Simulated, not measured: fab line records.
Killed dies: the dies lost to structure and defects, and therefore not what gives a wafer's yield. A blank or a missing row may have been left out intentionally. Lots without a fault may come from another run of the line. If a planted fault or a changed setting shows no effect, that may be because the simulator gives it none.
A struck lot beside a sound one	flow nand-harc	40 steps out of a route of 1159
Sound: these wafers, L543.1, L543.3, L543.6. Wafers struck: L552.2, L552.4, L552.6. The cause is given at the end.
Per side, at each step with rows, come the tool, then ch with its chambers, and then its first start. Under that, the readings that differ: sound wafers	struck wafers	difference of the means	sigmas: that difference in standard deviations of wafers without a fault.
alike: words and numbers the same on both sides, and readings whose means are apart by under 2 such deviations; not compared: readings that were withheld, readings missing a value for some wafer, numbers with overlapping values and no deviation given by the record, and bounds like >300 which may hide the same value.
Wherever a step has rows on one side only, a row that says differs or no value, or a row with sigmas, the two part there. Numbers that have no deviation but don't overlap get no sigmas and don't part them. A reading missing from all wafers of one side parts the sides only when that side holds two or more wafers.

first, 8 steps without rows for these wafers: NHARC_P_CONTACT_COAT_33 (time 75 s); NHARC_P_CONTACT_COAT_34 (time 65 s); NHARC_P_CONTACT_COAT_06 (resist thk 90 nm); NHARC_P_CONTACT_SOFTBAKE_07 (time 55 s); NHARC_P_CONTACT_EBR_08; NHARC_P_CONTACT_EXPOSE_09 (exposes mask P CA, target cd 90 nm); NHARC_P_CONTACT_PEB_10 (peb time 65 s); NHARC_P_CONTACT_DEVELOP_11 (develop time 35 s).
NHARC_P_CONTACT_CD_MEAS_12: target cd 90 nm.
  sound on cd-sem-03 ch 0, day 5 13:53; struck on cd-sem-02 ch 0, day 8 02:40
  alike: cd-nm
NHARC_P_CONTACT_OVL_MEAS_13:
  struck on overlay-02, day 8 02:45; sound on overlay-02, day 5 13:59
  alike: overlay-x-nm, overlay-y-nm
NHARC_P_CONTACT_INSPECT_14:
  struck on defect-inspect-02, day 8 02:47; sound on defect-inspect-01, day 5 14:01
  alike: raw-defect-count
then, 1 step without rows for these wafers: NHARC_P_CONTACT_DESCUM_17 (chemistry O2, time 3 s).
NHARC_P_CONTACT_ETCH_35: etches the open film in CF4, target depth 39 nm, time 65 s.
  sound on rie-diel-07 ch 1,3, day 5 14:10; struck on rie-diel-07 ch 0,2, day 8 02:56
  alike: drypump-motor-current-A, oes-product-au, rf-vpp-V, showerhead-plenum-p-Torr, throttle-valve-pct
  not compared: rf-hours-counter-h
then, 1 step without rows for these wafers: NHARC_P_CONTACT_ETCH_36 (etches the open film in N2/H2, target depth 260 nm, time 406.25 s).
NHARC_P_CONTACT_ETCH_18: etches the open film in C4F8/O2/Ar, target depth 481 nm, time 240.5 s.
  sound on rie-diel-07 ch 1,2; struck on rie-diel-07 ch 0,1
  alike: oes-product-au, rf-vpp-V
  not compared: rf-hours-counter-h
then, 1 step without rows for these wafers: NHARC_P_CONTACT_STRIP_37 (strips in C4F8/O2/Ar).
NHARC_P_CONTACT_ETCH_31: etches the open film in CH3F/O2, target depth 30 nm, time 85.7 s.
  sound on rie-diel-07 ch 1,2,3; struck on rie-diel-07 ch 0,1
  alike: drypump-motor-current-A, oes-product-au, rf-vpp-V, showerhead-plenum-p-Torr, throttle-valve-pct
  not compared: rf-hours-counter-h
NHARC_P_CONTACT_CD_MEAS_19:
  struck on cd-sem-02, day 8 03:43; sound on cd-sem-02, day 5 14:57
  alike: cd-nm
NHARC_P_CONTACT_STRIP_28: strips in O2.
  sound on rie-diel-07 ch 1,2,3, day 5 15:04; struck on rie-diel-07 ch 2,3, day 8 03:47
  alike: drypump-motor-current-A, oes-product-au, rf-vpp-V, showerhead-plenum-p-Torr, throttle-valve-pct
  not compared: rf-hours-counter-h
then, 1 step without rows for these wafers: NHARC_P_CONTACT_STRIP_29 (strips in post etch residue remover, time 1200 s).
NHARC_P_CONTACT_DEGAS_38: time 60 s.
  struck on pvd-sputter-03, day 8 04:26; sound on pvd-sputter-02, day 5 15:41
  alike: heater-power-w
then, 2 steps without rows for these wafers: NHARC_P_CONTACT_PRE_CLEAN_39 (time 19.5 s); NHARC_P_CONTACT_PVD_32 (deposits Ti, target thk 5 nm, time 17.7 s).
NHARC_P_CONTACT_ALD_22: deposits TiN, target thk 3 nm, pulse time 1 s, ald cycles 150.
  sound on ald-metal-02 ch 0,1,2, day 5 15:56; struck on ald-metal-02 ch 0,3, day 8 04:42
reading	sound	struck	difference	sigmas
heater-power-w (W)	825 1092 1116	1377 1132 1357	+278	+2
  alike: heater-power-outer-w, precursor-pulse-height-rel
then, 13 steps without rows for these wafers: NHARC_P_CONTACT_CVD_23 (deposits W, target thk 200 nm, time 557 s); NHARC_P_CONTACT_CMP_24 (polishes, t overpolish 30 s, target thk 200 nm); NHARC_P_CONTACT_SRD_26; NHARC_P_M0_DEP_00 (deposits SiOC, target thk 150 nm); NHARC_P_M0_DEHYDRATE_01 (time 120 s); NHARC_P_M0_HMDS_02 (time 30 s); NHARC_P_M0_COAT_33 (time 65 s); NHARC_P_M0_COAT_03 (resist thk 90 nm); NHARC_P_M0_SOFTBAKE_04 (time 55 s); NHARC_P_M0_EBR_05; NHARC_P_M0_EXPOSE_06 (exposes mask P M0, target cd 90 nm); NHARC_P_M0_PEB_07 (peb time 65 s); NHARC_P_M0_DEVELOP_08 (develop time 35 s).
NHARC_P_M0_CD_MEAS_09: target cd 90 nm.
  sound on cd-sem-02 ch 0, day 5 21:30; struck on cd-sem-03 ch 0, day 8 06:51
  alike: cd-nm
NHARC_P_M0_OVL_MEAS_10: pitch 180 nm.
  struck on overlay-02, day 8 06:56; sound on overlay-02, day 5 21:35
  alike: overlay-x-nm, overlay-y-nm
-- jump in the record: it breaks off in module P_M0 and resumes in module END (first step shown: number 1159 of the route), and 13 days separate the struck wafers' starts before and after --
NHARC_END_SORT_01:
  sound on prober-01 ch 0, day 19 21:34; struck on prober-01 ch 0, day 21 17:37
reading	sound	struck	difference	sigmas
killed-at-periphery	3 5 4	94 92 80	+85	+42
killed-dies	38 38 34	128 124 116	+86	+8
  alike: killed-at-array, killed-at-other, killed-open, killed-short

## WHERE THEY PART
Earliest at NHARC_P_CONTACT_ALD_22; latest, in this record, at NHARC_END_SORT_01.

WHY: what the simulator had put in
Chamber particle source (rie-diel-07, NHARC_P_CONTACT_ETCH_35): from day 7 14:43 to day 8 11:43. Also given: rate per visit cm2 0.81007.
